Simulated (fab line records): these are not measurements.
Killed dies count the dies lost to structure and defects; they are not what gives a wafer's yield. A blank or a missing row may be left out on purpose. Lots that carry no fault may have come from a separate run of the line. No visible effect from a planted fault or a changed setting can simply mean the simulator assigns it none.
fab line records -- flow n5Finfet
record: lots: 7, wafers: 39
route steps=1938 shown HKMG_FIN@438 MOL_CONTACT_COAG@586
startH: hours from the record's opening day to when the first of the lot's shown wafers began -- waitH: hours since the lot's step before -- " as in the row above -- L1.1+2: a single row standing in for several wafers -- - no value, or no start given -- * or withheld: withheld -- < > ~ a bound
route shown NAME@n: a module of which the file shows steps, and the number in the route of the first -- usual: average and standard deviation across the fault-free wafers -- same: alike in all rows -- chamber/n: place in a boat -- sites: the reading at each site -- _std_site: standard deviation across them -- _edge_site: inner sites' mean taken away from outer sites' mean -- radiusMm: for every site, how far away it sits from the centre of the wafer -- mask NAME#n: copy n -- behind: the most recent tool/chamber to have shaped the wafer -- hold: cause of the lot's hold/its duration in hours/its outcome -- device: the n, p or np transistor that did not switch -- end of line: at the end of the route, the tests of the same wafers -- where a step has no rows: the recipe by itself -- killed: dies that structure and defects cost at the first sort, which is not the same as the wafer's yield -- map: a wafer's dies, x killed, . not, _ none there
set.NAME: the setting that was run; set.NAME@STEP: the one run at that earlier step -- model.NAME: the simulator's own value behind a step, which no gauge read
lots with deliberately changed settings; one table per step, one row per wafer
== steps ==
step: N5_HKMG_FIN_ETCH_35
recipe: chemistry: N2/H2, target: SOC, targetDepthA: 2158, ionEnergyEv: 65, biasW: 5, sourceW: 3000, timeS: 243.4, pressureMtorr: 30, n2FlowSccm: 200, h2FlowSccm: 200
usual: rfVppV: 141.6/0.99
lot.wafer,tool,chamber,startH,waitH,set.sourceW,rfVppV,model.SOC_of_HKMG_FIN_COAT_29.thkNm,model.HKMG_FIN.featureDepthNm,model.etch.depthNm
L077.1,rieDiel-01,1,95.98,0.0,3000,142.8,86.4,215.2,215.2
L077.2,rieDiel-01,2,95.98,0.0,2615,148.6,107.4,193.8,193.8
L077.3,rieDiel-01,0,95.98,0.0,3000,141.5,85.2,216.4,216.5
L077.4,rieDiel-01,3,95.98,0.0,2615,148.9,111.8,188.4,188.4
L077.5,rieDiel-01,1,95.98,0.0,2615,148.0,108.2,192.4,192.4
L077.6,rieDiel-01,0,95.98,0.0,3000,141.9,83.8,217,217
L078.1,rieDiel-02,0,100.96,0.0,3000,143.1,78.6,221.6,221.6
L078.2,rieDiel-02,3,100.96,0.0,3372,136.4,59.4,240.8,240.8
L078.3,rieDiel-02,1,100.96,0.0,3000,142.7,87.8,211.6,211.5
L078.4,rieDiel-02,2,100.96,0.0,3372,135.4,55,245,245
L078.5,rieDiel-02,0,100.96,0.0,3372,137.8,55.8,244,244.1
L078.6,rieDiel-02,1,100.96,0.0,3000,141.1,88.8,211.6,211.6
L079.1,rieDiel-02,1,106.55,0.0,3000,141.5,90.4,210,209.9
L079.3,rieDiel-02,3,106.55,0.0,3000,143.1,82.8,218.4,218.5
L079.4,rieDiel-02,0,106.55,0.0,3000,140.2,79.2,222.2,222.3
L081.1,rieDiel-06,0,119.57,0.0,3374,137.0,60,241.8,241.8
L081.2,rieDiel-06,1,119.57,0.0,3374,134.8,67,235.6,235.6
L081.3,rieDiel-06,3,119.57,0.0,3000,140.8,86.8,215,215
L081.4,rieDiel-06,0,119.57,0.0,3000,141.4,84.2,218.2,218.2
L081.5,rieDiel-06,3,119.57,0.0,3000,140.0,88,214,214.1
L081.6,rieDiel-06,1,119.57,0.0,3374,134.6,66.2,235.2,235.1
L092.1,rieDiel-02,1,183.55,0.0,3245,137.3,65,235.2,235.1
L092.2,rieDiel-02,0,183.55,0.0,3000,142.2,80.2,220.2,220.1
L092.3,rieDiel-02,2,183.55,0.0,3245,136.3,62.6,237.2,237.2
L092.4,rieDiel-02,3,183.55,0.0,3245,138.6,64,236.4,236.5
L092.5,rieDiel-02,2,183.55,0.0,3000,144.2,78,222.8,222.8
L092.6,rieDiel-02,3,183.55,0.0,3000,141.5,80.6,220.2,220.3
L095.1,rieDiel-02,2,202.56,0.0,3000,140.3,77,223.6,223.5
L095.2,rieDiel-02,1,202.56,0.0,3000,141.8,82.4,218,218.1
L095.3,rieDiel-02,3,202.56,0.0,3000,142.3,80.4,221.6,221.5
L095.4,rieDiel-02,0,202.56,0.0,3000,141.6,80.8,221.2,221.1
L095.5,rieDiel-02,0,202.56,0.0,3000,143.4,83.4,218.2,218.2
L095.6,rieDiel-02,3,202.56,0.0,3000,142.9,80.2,220.6,220.6
L096.1,rieDiel-06,3,214.51,0.0,2574,149.2,110.4,189.2,189.2
L096.2,rieDiel-06,2,214.51,0.0,3000,141.0,78,222.4,222.3
L096.3,rieDiel-06,1,214.51,0.0,2574,148.8,110.2,189.8,189.7
L096.4,rieDiel-06,0,214.51,0.0,3000,143.2,78.2,222.2,222.2
L096.5,rieDiel-06,2,214.51,0.0,2574,150.6,103.6,196.8,196.9
L096.6,rieDiel-06,3,214.51,0.0,3000,140.7,84.2,216,216
step: N5_MOL_CONTACT_COAG_VIA_ETCH_46
recipe: chemistry: C4F6/O2, targetDepthA: 460, overetchA: 92, maskMaterial: SOC, target: SiO2, biasW: 455, pressureMtorr: 10, timeS: 40, sourceW: 325, Ar_flow_sccm: 300, C4F6_flow_sccm: 10, O2_flow_sccm: 10, ionEnergyEv: 575.3, ends: endPoint
usual: rfVppV: 1588/9.3
lot.wafer,tool,chamber,startH,waitH,set.biasW,rfVppV
L077.1,rieDiel-02,0,119.20,0.0,455,1605
L077.2,rieDiel-02,2,119.20,0.0,455,1581
L077.3,rieDiel-02,3,119.20,0.0,421.7,1504
L077.4,rieDiel-02,0,119.20,0.0,455,1606
L077.5,rieDiel-02,2,119.20,0.0,421.7,1494
L077.6,rieDiel-02,3,119.20,0.0,421.7,1504
L078.1,rieDiel-06,0,125.28,0.0,498.2,1700
L078.2,rieDiel-06,3,125.28,0.0,455,1567
L078.3,rieDiel-06,1,125.28,0.0,455,1586
L078.4,rieDiel-06,0,125.28,0.0,498.2,1700
L078.5,rieDiel-06,3,125.28,0.0,498.2,1676
L078.6,rieDiel-06,1,125.28,0.0,455,1586
L079.1,rieDiel-01,2,128.47,0.0,455,1588
L079.3,rieDiel-01,1,128.47,0.0,455,1598
L079.4,rieDiel-01,0,128.47,0.0,455,1586
L081.1,rieDiel-02,0,143.32,0.0,455,1605
L081.2,rieDiel-02,2,143.32,0.0,395,1421
L081.3,rieDiel-02,1,143.32,0.0,395,1420
L081.4,rieDiel-02,3,143.32,0.0,395,1430
L081.5,rieDiel-02,2,143.32,0.0,455,1582
L081.6,rieDiel-02,1,143.32,0.0,455,1577
L092.1,rieDiel-06,2,206.00,0.0,455,1569
L092.2,rieDiel-06,3,206.00,0.0,455,1565
L092.3,rieDiel-06,0,206.00,0.0,455,1588
L092.4,rieDiel-06,1,206.00,0.0,455,1585
L092.5,rieDiel-06,0,206.00,0.0,455,1589
L092.6,rieDiel-06,3,206.00,0.0,455,1567
L095.1,rieDiel-02,3,226.70,0.0,394.4,1428
L095.2,rieDiel-02,1,226.70,0.0,455,1577
L095.3,rieDiel-02,2,226.70,0.0,394.4,1420
L095.4,rieDiel-02,1,226.70,0.0,394.4,1418
L095.5,rieDiel-02,2,226.70,0.0,455,1582
L095.6,rieDiel-02,3,226.70,0.0,455,1589
L096.1,rieDiel-01,0,239.20,0.0,502.5,1706
L096.2,rieDiel-01,2,239.20,0.0,502.5,1707
L096.3,rieDiel-01,3,239.20,0.0,455,1595
L096.4,rieDiel-01,1,239.20,0.0,502.5,1717
L096.5,rieDiel-01,3,239.20,0.0,455,1595
L096.6,rieDiel-01,0,239.20,0.0,455,1586
step: N5_MOL_CONTACT_COAG_ETCH_67
recipe: chemistry: N2/H2, target: SOC, targetDepthA: 600, overetchA: 210, maskMaterial: SiARC, tempC: 40, timeS: 101.2, ionEnergyEv: 200, pressureMtorr: 30, sourceW: 840, biasW: 150, n2FlowSccm: 200, h2FlowSccm: 200
lot.wafer,tool,chamber,startH,waitH,set.targetDepthA,model.SiARC_of_MOL_CONTACT_COAG_COAT_63.thkNm
L077.1+2+3,rieDiel-02,"2,0,3",120.32,0.0,544.4,6
L077.4,rieDiel-02,0,120.32,0.0,600,5.6
L077.5+6,rieDiel-02,"3,2",120.32,0.0,600,5.8
L078.1+2+5,rieDiel-06,"1,3,3",126.78,0.0,572.5,6
L078.3+4,rieDiel-06,0,126.78,0.0,600,5.8
L078.6,rieDiel-06,1,126.78,0.0,600,6
L079.1,rieDiel-06,0,129.59,0.0,600,5.8
L079.3+4,rieDiel-06,"3,1",129.59,0.0,600,6
L081.1+2+3,rieDiel-01,"0,1,2",144.93,0.0,600,5.8
L081.4+5+6,rieDiel-01,"0,2,1",144.93,0.0,664.1,5.4
L092.1+2+4,rieDiel-02,"0,2,3",207.19,0.0,630.4,5.6
L092.3+5,rieDiel-02,"1,3",207.19,0.0,600,5.8
L092.6,rieDiel-02,0,207.19,0.0,600,5.6
L095.1+6,rieDiel-06,"3,2",227.95,0.0,600,5.8
L095.2+4+5,rieDiel-06,"0,2,1",227.95,0.0,561.2,6
L095.3,rieDiel-06,1,227.95,0.0,600,6
L096.1+3+6,rieDiel-02,"3,0,0",240.32,0.0,600,5.8
L096.2+4+5,rieDiel-02,"1,2,3",240.32,0.0,527.6,6.2
== key ==
split: step: N5_HKMG_FIN_ETCH_35, setting: sourceW, stated: 3000, by: wafer
response: step: N5_HKMG_FIN_ETCH_35, reading: rfVppV, change: -0.505, per: 1%, r: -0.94
response: step: N5_HKMG_FIN_ETCH_35, reading: model.SOC_of_HKMG_FIN_COAT_29.thkNm, change: -1.96, per: 1%, r: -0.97
response: step: N5_HKMG_FIN_ETCH_35, reading: model.HKMG_FIN.featureDepthNm, change: +1.97, per: 1%, r: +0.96
response: step: N5_HKMG_FIN_ETCH_35, reading: model.etch.depthNm, change: +1.97, per: 1%, r: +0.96
split: step: N5_MOL_CONTACT_COAG_VIA_ETCH_46, setting: biasW, stated: 455, by: wafer
response: step: N5_MOL_CONTACT_COAG_VIA_ETCH_46, reading: rfVppV, change: +12.1, per: 1%, r: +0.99
split: step: N5_MOL_CONTACT_COAG_ETCH_67, setting: targetDepthA, stated: 600, by: wafer
response: step: N5_MOL_CONTACT_COAG_ETCH_67, reading: model.SiARC_of_MOL_CONTACT_COAG_COAT_63.thkNm, change: -0.0316, per: 1%, r: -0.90
